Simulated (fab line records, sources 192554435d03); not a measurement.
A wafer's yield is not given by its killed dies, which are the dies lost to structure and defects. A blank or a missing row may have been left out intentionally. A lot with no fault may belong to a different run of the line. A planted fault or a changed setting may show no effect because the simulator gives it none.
Matching of chambers | flow n5Finfet | N5_BEOL_M14_TRENCH_ETCH_34 on rieDiel-04: 4 sister chambers
The step etches SiO2 in C4F8/O2/Ar, target depth 556.65 nm, time 126.9 s. 4 wafers are shown with their chamber, then 10 later ones without.

== WAFERS WITH THEIR CHAMBER ==
wafer  | chamber | throttleValvePct (%)
L079.5 | 3       | 30.28
L085.3 | 2       | 30.82
L088.1 | 0       | 30.80
L088.4 | 1       | 30.83

== WAFERS MISSING THEIR CHAMBER ==
wafer  | throttleValvePct (%)
L088.5 | 30.83
L089.1 | 30.80
L089.4 | 30.33
L089.6 | 30.34
L094.2 | 30.80
L094.3 | 30.84
L094.6 | 30.80
L095.2 | 30.33
L095.5 | 30.32
L095.6 | 30.84

== EACH ONE'S CHAMBER ==
wafer  | from the rows above          | in truth
L088.5 | can't be placed: 1 or 2 or 0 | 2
L089.1 | can't be placed: 0 or 2 or 1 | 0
L089.4 | 3                            | 3
L089.6 | 3                            | 3
L094.2 | can't be placed: 0 or 2 or 1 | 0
L094.3 | can't be placed: 1 or 2 or 0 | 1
L094.6 | can't be placed: 0 or 2 or 1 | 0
L095.2 | 3                            | 3
L095.5 | 3                            | 3
L095.6 | can't be placed: 1 or 2 or 0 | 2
4 of 10 placed correctly. Not placeable from these rows: 6 (in 6, the candidates include the true chamber). 0 placed wrongly.
How it was worked out, from the rows above alone: a wafer's distance from a chamber is the root of the sum, over the readings, of the square of ((its reading less the chamber's mean) divided by the reading's scatter). The wafer belongs to the nearest chamber; if the next one is less than 2 further off, it can't be placed. A chamber's mean is the mean of its shown wafers. The scatter (one wafer shown for each chamber): square how far every hidden wafer sits from the nearest shown wafer, average those squares and take the square root.
